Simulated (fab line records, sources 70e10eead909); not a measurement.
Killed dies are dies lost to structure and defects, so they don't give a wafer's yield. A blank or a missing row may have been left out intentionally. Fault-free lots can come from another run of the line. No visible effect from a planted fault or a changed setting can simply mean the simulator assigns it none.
fab line records	flow nandHarc
record lots=7	wafers=19	lastDay=33
route steps=1302 shown A_CONTACT@1081 END@1302
lots untouched by any fault: they come from a run of this same line in which no faults occurred
startH: the number of hours between the record's first day and the start of the first shown wafer of the lot	waitH: how many hours have passed since the lot's step before this one	" identical to the entry in the row above	L1.1+2: a single row standing in for several wafers	- value missing, or start not given	* or withheld: withheld	< > ~ a bound
route shown NAME@n: a module of which the file shows steps, and the number in the route of the first	usual: mean/standard deviation taken from wafers without a fault	same: alike in all rows	chamber/n: place in a boat	sites: readings site by site	_std_site: standard deviation across them	_edge_site: outer sites' mean less inner sites'	radiusMm: for every site, how far away it sits from the centre of the wafer	mask NAME#n: copy n	behind: tool/chamber where the wafer was last shaped	hold: what put the lot on hold/how long, in hours/how the hold closed	device: names the non-switching transistor (n, p or np)	end of line: the same wafers' tests at the end of the route	a step with no rows: only its recipe	killed: dies lost to structure and defects at the first sort, not the wafer's yield	map: a wafer's dies, marking killed ones x, the rest . and places with no die _
set.NAME: the setting as run; set.NAME@STEP: as run at that earlier step	model.NAME: the simulator's own value behind a step, which no gauge read
lots seen at some steps along the route; tables by step, rows by wafer
services: the hour from which a tool's chamber was out of use, counted from the record's first day as startH (under 0 if before that day), plus the number of hours and why
## steps
# step NHARC_A_CONTACT_DESCUM_13
# recipe timeS=3	o2FlowSccm=200	arFlowSccm=0	biasPowerW=0	chemistry=O2
# usual chamberPressureMTorr=59.99/0.053	drypumpMotorCurrentA=5.8/0.33	oesProductAu=0.998/0.012	rfVppV=57.8/0.97	showerheadPlenumPTorr=1.92/0.056	throttleValvePct=11.312/0.0092
lot.wafer	tool	chamber	startH	waitH	chamberPressureMTorr	drypumpMotorCurrentA	oesProductAu	rfHoursCounterH	rfVppV	showerheadPlenumPTorr	throttleValvePct
L591.3	rieDiel-11	3	525.90	0.1	59.97	6.2	1.011	12	58.2	2.01	11.311
L591.4	"	0	"	"	60.06	5.8	0.981	12	56.4	1.87	11.309
L591.5	"	2	"	"	59.95	5.4	1.004	-	57.4	1.96	11.324
L594.4	rieDiel-11	3	548.74	0.1	59.98	6.2	1.015	16	60.9	2.01	11.326
L594.6	"	0	"	"	60.01	5.8	0.993	-	59.3	1.87	11.307
L594.5	"	1	"	"	59.95	6.0	1.005	-	57.9	1.94	11.310
L598.1	rieDiel-10	0	615.93	0.1	60.08	5.7	0.979	2	56.8	1.85	11.316
L598.2	"	1	"	"	60.05	5.0	0.975	2	58.5	1.92	11.322
L598.3	"	3	"	"	59.95	6.2	0.995	2	58.1	1.86	11.308
L602.2	rieDiel-11	3	657.51	0.1	60.05	6.2	1.010	8	56.9	2.00	11.311
L602.5	"	0	"	"	60.01	5.8	1.015	-	56.8	1.87	11.312
L605.2	rieDiel-11	1	671.40	0.1	60.01	6.0	0.992	10	57.7	1.94	11.310
L605.5	"	0	"	"	59.96	5.8	1.012	-	57.8	1.87	11.321
L605.6	"	1	"	"	60.02	6.0	0.989	-	57.4	1.94	11.317
L604.3	rieDiel-09	1	675.13	0.1	60.05	6.2	0.977	57	57.8	1.84	11.310
L604.6	"	1	"	"	60.05	6.2	0.981	-	59.0	1.84	11.308
L610.1	rieDiel-09	3	728.57	0.1	60.00	5.8	0.978	17	58.8	1.88	11.310
L610.4	"	0	"	"	59.95	6.0	1.017	17	58.9	1.86	11.315
L610.5	"	3	"	"	59.99	5.8	0.986	-	58.9	1.88	11.326
# step NHARC_A_CONTACT_ETCH_88
# recipe targetDepthA=390	overEtchFrac=0.3	timeS=65	ionEnergyEv=80	cf4FlowSccm=150	arFlowSccm=0	rfW=300	biasW=100	chemistry=CF4
# step NHARC_A_CONTACT_ETCH_89
# recipe targetDepthA=2600	overEtchFrac=0.3	timeS=475.3	ionEnergyEv=200	n2FlowSccm=150	h2FlowSccm=150	arFlowSccm=0	rfW=400	biasW=150	chemistry=N2/H2
# usual chamberPressureMTorr=30.001/0.028	drypumpMotorCurrentA=5.8/0.33	oesProductAu=0.998/0.013	rfVppV=430.7/2	showerheadPlenumPTorr=2.04/0.06	throttleValvePct=14.170/0.0092
lot.wafer	tool	chamber	startH	waitH	chamberPressureMTorr	drypumpMotorCurrentA	oesProductAu	rfHoursCounterH	rfVppV	showerheadPlenumPTorr	throttleValvePct
L591.4	rieDiel-11	2	-	-	29.987	5.4	0.996	8	430.6	2.09	14.171
L591.3	"	3	"	"	29.958	6.2	1.003	12	434.3	2.14	14.186
L591.5	"	2	"	"	30.017	5.4	0.996	-	432.7	2.09	14.150
L594.4	rieDiel-11	1	-	-	30.019	6.0	1.014	16	432.0	2.07	14.179
L594.6	"	0	"	"	29.960	5.8	1.001	-	427.4	1.99	14.166
L594.5	"	1	"	"	30.007	6.0	1.020	-	432.7	2.07	14.165
L598.1	rieDiel-10	1	-	-	30.019	5.1	0.977	2	432.6	2.05	14.171
L598.3	"	3	"	"	30.052	6.2	0.989	2	428.8	1.98	14.176
L598.2	"	0	"	"	30.011	5.8	0.994	2	429.0	1.97	14.185
L602.2	rieDiel-11	2	-	-	29.970	5.3	0.997	8	431.3	2.08	14.167
L602.5	"	1	"	"	30.009	6.0	0.995	-	431.0	2.07	14.168
L605.2	rieDiel-11	1	-	-	29.971	6.0	0.984	10	429.3	2.07	14.166
L605.6	"	1	"	"	30.040	6.0	0.990	-	430.8	2.07	14.163
L605.5	"	2	"	"	30.016	5.4	0.998	-	431.7	2.08	14.180
L604.3	rieDiel-11	2	676.09	-	29.996	5.3	0.996	13	431.0	2.08	14.176
L604.6	"	2	"	"	30.020	5.4	1.000	-	430.8	2.08	14.163
L610.1	rieDiel-09	3	-	-	30.002	5.8	0.980	17	430.2	2.00	14.171
L610.4	"	0	"	"	29.997	6.1	1.001	17	429.4	1.98	14.155
L610.5	"	3	"	"	30.000	5.8	0.979	-	428.9	2.00	14.178
# step NHARC_A_CONTACT_ETCH_30
# recipe targetDepthA=726	timeS=36.3	cf4FlowSccm=100	chf3FlowSccm=30	arFlowSccm=0	rfW=500	biasW=200	chemistry=CF4/CHF3
# step NHARC_A_CONTACT_ETCH_31
# recipe targetDepthA=28000	overEtchFrac=0.3	timeS=728	ionEnergyEv=150	o2FlowSccm=400	cosFlowSccm=20	arFlowSccm=0	rfW=500	biasW=300	chemistry=O2/COS
# step NHARC_A_CONTACT_ETCH_134
# recipe sourceW=withheld	pressureMtorr=20	biasV=withheld	timeS=140	targetDepthA=7000	arFlowSccm=withheld	c4f8FlowSccm=withheld	o2FlowSccm=withheld	chemistry=C4F8/O2/Ar
# usual chamberPressureMTorr=20.001/0.026
lot.wafer	tool	chamber	startH	waitH	chamberPressureMTorr	rfHoursCounterH
L591.4	harCapEtch-02	1	527.09	-	19.995	-
L591.3	"	0	"	"	20.010	-
L591.5	"	0	"	"	20.011	-
L594.4	harCapEtch-03	1	549.91	-	19.985	-
L594.5	"	1	"	"	19.979	-
L594.6	"	0	"	"	20.010	-
L598.1	harCapEtch-03	1	617.06	-	19.998	58
L598.2	"	0	"	"	19.990	58
L598.3	"	1	"	"	20.030	-
L602.2	harCapEtch-03	1	658.67	-	19.995	66
L602.5	"	1	"	"	20.004	-
L605.2	harCapEtch-02	0	672.52	-	20.002	118
L605.6	"	0	"	"	19.990	-
L605.5	"	1	"	"	20.029	-
L604.3	harCapEtch-01	0	677.17	-	19.986	-
L604.6	"	1	"	"	20.021	-
L610.1	harCapEtch-03	0	729.74	-	20.025	78
L610.4	"	0	"	"	20.001	-
L610.5	"	1	"	"	20.024	-
# step NHARC_A_CONTACT_ETCH_135
# recipe sourceW=withheld	pressureMtorr=20	biasV=1200	timeS=311	targetDepthA=19120	arFlowSccm=withheld	c4f8FlowSccm=withheld	o2FlowSccm=withheld	chemistry=C4F8/O2/Ar
# step NHARC_A_CONTACT_ETCH_136
# recipe sourceW=withheld	pressureMtorr=20	biasV=1200	timeS=311	targetDepthA=19120	arFlowSccm=withheld	c4f8FlowSccm=withheld	o2FlowSccm=withheld	chemistry=C4F8/O2/Ar
# step NHARC_A_CONTACT_ETCH_137
# recipe sourceW=withheld	pressureMtorr=20	biasV=1200	timeS=311	targetDepthA=19120	arFlowSccm=withheld	c4f8FlowSccm=withheld	o2FlowSccm=withheld	chemistry=C4F8/O2/Ar
# usual chamberPressureMTorr=20.000/0.019
lot.wafer	tool	chamber	startH	waitH	chamberPressureMTorr	rfHoursCounterH
L591.4	harCapEtch-02	1	527.86	0.2	20.004	-
L591.3	"	0	"	"	19.975	-
L591.5	"	0	"	"	20.024	-
L594.4	harCapEtch-03	1	550.68	0.2	20.017	-
L594.5	"	1	"	"	19.967	-
L594.6	"	0	"	"	19.983	-
L598.1	harCapEtch-03	1	617.80	0.2	19.984	59
L598.2	"	0	"	"	19.985	59
L598.3	"	1	"	"	20.023	-
L602.2	harCapEtch-03	1	659.43	0.2	19.989	67
L602.5	"	1	"	"	20.014	-
L605.2	harCapEtch-02	0	673.27	0.2	20.016	118
L605.6	"	0	"	"	20.000	-
L605.5	"	1	"	"	19.982	-
L604.3	harCapEtch-01	0	677.95	0.2	19.999	-
L604.6	"	1	"	"	19.995	-
L610.1	harCapEtch-03	0	730.74	0.3	20.015	79
L610.4	"	0	"	"	20.016	-
L610.5	"	1	"	"	20.005	-
# step NHARC_A_CONTACT_ETCH_138
# recipe sourceW=withheld	pressureMtorr=20	biasV=1200	timeS=311	targetDepthA=19140	arFlowSccm=withheld	c4f8FlowSccm=withheld	o2FlowSccm=withheld	chemistry=C4F8/O2/Ar
# step NHARC_A_CONTACT_ETCH_139
# recipe sourceW=withheld	pressureMtorr=20	biasV=400	timeS=195	targetDepthA=8400	arFlowSccm=withheld	c4f8FlowSccm=11.5	o2FlowSccm=7.2	chemistry=C4F8/O2/Ar
# usual chamberPressureMTorr=19.999/0.017
lot.wafer	tool	chamber	startH	waitH	chamberPressureMTorr	rfHoursCounterH
L591.4	harCapEtch-02	1	528.40	0.2	20.004	-
L591.3	"	0	"	"	19.993	-
L591.5	"	0	"	"	19.988	-
L594.4	harCapEtch-03	1	551.23	0.2	19.978	-
L594.5	"	1	"	"	19.988	-
L594.6	"	0	"	"	19.988	-
L598.1	harCapEtch-03	1	618.35	0.2	19.985	59
L598.2	"	0	"	"	19.983	59
L598.3	"	1	"	"	19.983	-
L602.2	harCapEtch-03	1	659.98	0.2	20.015	68
L602.5	"	1	"	"	19.983	-
L605.2	harCapEtch-02	0	673.81	0.2	19.988	119
L605.6	"	0	"	"	20.001	-
L605.5	"	1	"	"	20.017	-
L604.3	harCapEtch-01	0	678.49	0.2	20.024	-
L604.6	"	1	"	"	19.995	-
L610.1	harCapEtch-03	0	731.47	0.3	20.005	80
L610.4	"	0	"	"	20.004	-
L610.5	"	1	"	"	19.989	-
# step NHARC_A_CONTACT_ETCH_92
# recipe targetDepthA=400	overEtchFrac=0.5	timeS=85.7	ionEnergyEv=120	ch3fFlowSccm=50	o2FlowSccm=30	arFlowSccm=200	rfW=500	biasW=100	chemistry=CH3F/O2
# step NHARC_A_CONTACT_ETCH_98
# recipe targetDepthA=200	overEtchFrac=0.5	timeS=10	ionEnergyEv=250	c4f6FlowSccm=25	o2FlowSccm=20	arFlowSccm=500	rfW=600	biasW=500	chemistry=C4F6/O2
# usual chamberPressureMTorr=29.998/0.028	drypumpMotorCurrentA=5.9/0.35	oesProductAu=0.959/0.024	rfVppV=546.7/2.2	showerheadPlenumPTorr=3.91/0.1	throttleValvePct=26.902/0.0096
lot.wafer	tool	chamber	startH	waitH	chamberPressureMTorr	drypumpMotorCurrentA	oesProductAu	rfHoursCounterH	rfVppV	showerheadPlenumPTorr	throttleValvePct
L591.3	rieDiel-09	2	529.01	-	29.985	6.1	1.011	9	542.8	3.69	26.907
L591.4	"	3	"	"	30.023	5.9	0.985	9	546.4	3.90	26.891
L591.5	"	2	"	"	29.990	6.1	1.003	-	542.5	3.69	26.900
L594.4	rieDiel-11	0	551.84	-	29.983	5.8	0.968	17	544.4	3.85	26.918
L594.6	"	1	"	"	30.032	6.0	0.959	-	547.9	3.98	26.922
L594.5	"	2	"	"	29.966	5.4	0.969	-	548.9	4.00	26.899
L598.3	rieDiel-10	1	619.04	-	29.996	5.0	0.945	3	547.8	3.94	26.899
L598.2	"	2	"	"	30.011	5.8	0.930	3	545.0	3.83	26.896
L598.1	"	0	"	"	30.038	5.8	0.928	3	543.2	3.80	26.909
L602.2	rieDiel-11	2	660.63	-	29.995	5.4	0.761	9	547.9	3.99	26.901
L602.5	"	2	"	"	29.970	5.4	0.948	-	546.9	3.99	26.897
L605.2	rieDiel-11	1	674.52	-	30.004	6.1	0.762	10	548.7	3.97	26.898
L605.6	"	0	"	"	29.997	5.8	0.954	-	546.2	3.84	26.906
L605.5	"	1	"	"	30.015	6.0	0.949	-	547.9	3.97	26.907
L604.3	rieDiel-11	2	679.07	0.1	30.007	5.4	0.779	13	549.2	3.99	26.896
L604.6	"	2	"	"	30.062	5.4	0.996	-	547.7	3.99	26.905
L610.1	rieDiel-11	3	732.19	-	30.013	6.3	1.005	21	551.1	4.08	26.910
L610.4	"	1	"	"	29.967	6.0	0.997	20	549.2	3.96	26.899
L610.5	"	0	"	"	30.034	5.8	1.006	-	543.6	3.83	26.899
# step NHARC_A_CONTACT_CD_MEAS_15
# usual cdNm=189.9/0.66
lot.wafer	tool	chamber	startH	waitH	cdNm
L591.3	cdSem-02	-	529.12	-	188.8
L591.4	"	-	"	"	190.2
L591.5	"	-	"	"	189.9
L594.4	cdSem-02	-	551.92	-	189.6
L594.5	"	-	"	"	190.2
L594.6	"	-	"	"	189.1
L598.1	cdSem-02	-	619.12	-	190.3
L598.2	"	-	"	"	189.9
L598.3	"	-	"	"	189.8
L602.2	cdSem-03	-	660.71	-	189.3
L602.5	"	-	"	"	189.5
L605.2	cdSem-03	-	674.61	-	189.8
L605.5	"	-	"	"	189.6
L605.6	"	-	"	"	190.3
L604.3	cdSem-03	-	679.16	-	190.4
L604.6	"	-	"	"	189.8
L610.1	cdSem-02	-	732.27	-	190.1
L610.4	"	-	"	"	190.3
L610.5	"	-	"	"	190.7
# step NHARC_END_SORT_01
# recipe tempC=25
# usual killedAtArray=61/26	killedAtOther=0.8/1.1	killedAtPeriphery=4.0/2.6	killedDies=66/26	killedOpen=3.1/1.7	killedShort=2.5/1.5
# same grossDies=677
lot.wafer	tool	chamber	startH	waitH	killedAtArray	killedAtOther	killedAtPeriphery	killedDies	killedOpen	killedShort
L598.1	prober-01	0	665.48	2.5	48	1	3	52	1	3
L598.2	prober-01	0	666.28	2.8	46	0	2	48	1	1
L598.3	prober-01	0	667.09	3.1	47	0	5	52	4	3
L605.2	prober-01	0	720.85	2.8	389	2	1	392	3	4
L605.5	prober-01	0	723.23	3.7	31	0	1	32	4	1
L605.6	prober-01	0	724.02	4.0	27	1	3	31	1	1
# killed by level:class
L598.1 A_SLIT:chamberFilmFlake=32 A_CHANNEL_HOLE_D1:chamberFilmFlake=7 A_STAIRCASE:chamberFilmFlake=2 A_WL_FILL:chamberFilmFlake=2 A_CONTACT:chamberFilmFlake=2 P_M0:geometricParticle:open=1 A_CHANNEL_FILL_D1:geometricParticle:short=1 A_CHANNEL_FILL_D2:geometricParticle:short=1
L598.2 A_SLIT:chamberFilmFlake=35 A_CHANNEL_HOLE_D1:chamberFilmFlake=7 A_CONTACT:chamberFilmFlake=2 A_ONON_D1:geometricParticle:short=1 A_M0:geometricParticle:open=1 P_STI:chamberFilmFlake=1 P_GATE:chamberFilmFlake=1
L598.3 A_SLIT:chamberFilmFlake=27 A_CHANNEL_HOLE_D1:chamberFilmFlake=7 A_CONTACT:chamberFilmFlake=4 A_CHANNEL_FILL_D1:geometricParticle:open=2 P_GATE:chamberFilmFlake=2 A_STAIRCASE:chamberFilmFlake=2 P_M2:geometricParticle:open=1 A_ONON_D1:geometricParticle:short=1
L605.2 A_CONTACT:areaEtch=364 A_CONTACT:chamberFilmFlake=6 A_CHANNEL_HOLE_D1:chamberFilmFlake=5 A_SGD_CUT:chamberFilmFlake=3 A_STAIRCASE:chamberFilmFlake=2 A_SLIT:chamberFilmFlake=2 A_ONON_D1:geometricParticle:short=1 A_ONON_D1:geometricParticle:open=1
L605.5 A_CHANNEL_HOLE_D1:chamberFilmFlake=8 A_SLIT:chamberFilmFlake=6 A_STAIRCASE:chamberFilmFlake=4 A_CONTACT:chamberFilmFlake=3 A_SGD_CUT:chamberFilmFlake=2 A_CHANNEL_FILL_D1:geometricParticle:open=1 A_STAIRCASE:geometricParticle:open=1 A_SGD_CUT:geometricParticle:open=1
L605.6 A_CHANNEL_HOLE_D1:chamberFilmFlake=14 A_SLIT:chamberFilmFlake=4 A_CONTACT:chamberFilmFlake=3 P_GATE:chamberFilmFlake=2 A_STAIRCASE:geometricParticle:open=1 A_WL_FILL:geometricParticle:short=1 P_ZERO_WELL:chamberFilmFlake=1 A_ZERO_WELL:chamberFilmFlake=1
## services
tool	chamber	startH	hours	kind
rieDiel-11	0	515.16	-	clean
rieDiel-11	1	515.16	-	clean
rieDiel-11	2	515.16	-	clean
rieDiel-11	3	515.16	-	clean
rieDiel-11	0	539.66	-	clean
rieDiel-11	1	539.66	-	clean
rieDiel-11	2	539.66	-	clean
harCapEtch-02	-	549.52	0.3	repair
rieDiel-10	0	550.22	6.0	repair
rieDiel-10	-	557.67	0.4	repair
rieDiel-09	0	562.55	2.1	repair
rieDiel-11	3	588.91	4.8	repair
harCapEtch-02	-	591.24	2.4	repair
rieDiel-10	-	597.58	9.0	pm
rieDiel-11	-	610.20	9.0	pm
rieDiel-09	2	621.33	18.6	repair
rieDiel-11	3	624.81	5.4	repair
rieDiel-09	2	667.18	14.5	repair
rieDiel-10	0	667.40	3.6	repair
rieDiel-09	-	675.97	9.0	pm
rieDiel-11	3	677.12	8.5	repair
rieDiel-10	0	687.19	22.5	repair
rieDiel-09	2	690.94	9.2	repair
rieDiel-09	1	706.54	6.6	repair
## key
firstSign step=NHARC_A_CONTACT_ETCH_98	reading=oesProductAu	direction=down	sigmas=8	usual=0.959	struck=0.767
effect step=NHARC_END_SORT_01	reading=killedAtArray	direction=up	sigmas=13	usual=61	struck=389
moreKillsBornAt NHARC_A_CONTACT_ETCH_98@rieDiel-11=364
metAt NHARC_A_CONTACT_ETCH_98
struckWafers L602.2,L604.3,L605.2
laterRowsLeftOut L605.2
sortLeftOut L602.2,L604.3
testerLeftOut L602,L604,L605
onsetBetween 551.84 660.63
fault kind=processParameterDrift	tool=rieDiel-11	chamber=-	onsetH=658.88	steps=NHARC_A_CONTACT_ETCH_98	channel=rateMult	offset=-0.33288	shape=step	endH=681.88	scope=struckWafersOnly
# testerLeftOut: of these lots the tester's yield and bins aren't shown, on N5 and GAA mostly nor the transistor test; their killed dies are dies lost to structure and defects alone, not to doping, threshold or leakage, so they don't give the yield
# sortLeftOut: the simulated sort isn't trusted on such a fault, so these wafers' sort isn't shown, and their yield isn't known
# laterRowsLeftOut: the simulator's readings of these wafers behind a module that went badly wrong aren't trusted and aren't shown, but for the sort
